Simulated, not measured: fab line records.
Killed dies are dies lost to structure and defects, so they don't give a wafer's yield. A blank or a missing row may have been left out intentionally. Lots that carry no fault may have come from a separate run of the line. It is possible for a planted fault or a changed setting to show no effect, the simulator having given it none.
Chamber matching | flow nand harc | NHARC_A_M0_PRE_CLEAN_31 on pecvd-04 has 3 sister chambers
The step time 12 s. 3 wafers are shown with their chamber, then 9 later ones without.

WAFERS, EACH WITH ITS CHAMBER
wafer  | chamber | heater power outer w (W)
L084.4 | 1       | 292
L086.3 | 2       | 359
L086.6 | 0       | 402

WAFERS MISSING THEIR CHAMBER
wafer  | heater power outer w (W)
L092.3 | 350
L092.5 | 422
L092.6 | 353
L094.4 | 447
L094.5 | 370
L094.6 | 266
L095.2 | 440
L095.4 | 441
L095.5 | 244

WHICH CHAMBER EACH WENT THROUGH
wafer  | from the rows above          | in truth
L092.3 | can't be placed: 2 or 0 or 1 | 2
L092.5 | can't be placed: 0 or 2      | 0
L092.6 | can't be placed: 2 or 0 or 1 | 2
L094.4 | can't be placed: 0 or 2      | 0
L094.5 | can't be placed: 2 or 0      | 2
L094.6 | 1                            | 1
L095.2 | can't be placed: 0 or 2      | 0
L095.4 | can't be placed: 0 or 2      | 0
L095.5 | 1                            | 1
2 of 9 placed correctly. From these rows, 7 cannot be placed; in 7 the true chamber is one of the candidates. Number placed wrongly: 0.
How it was worked out, from the rows above alone: a wafer's distance from a chamber is the root of the sum, over the readings, of the square of ((its reading less the chamber's mean) divided by the reading's scatter). The wafer belongs to the nearest chamber; if the next one is less than 2 further off, it can't be placed. For every chamber, the mean is computed from those of its wafers that are shown. The scatter: with one shown wafer a chamber, the root of the mean of the squares of how far each hidden wafer lies from its nearest shown one.
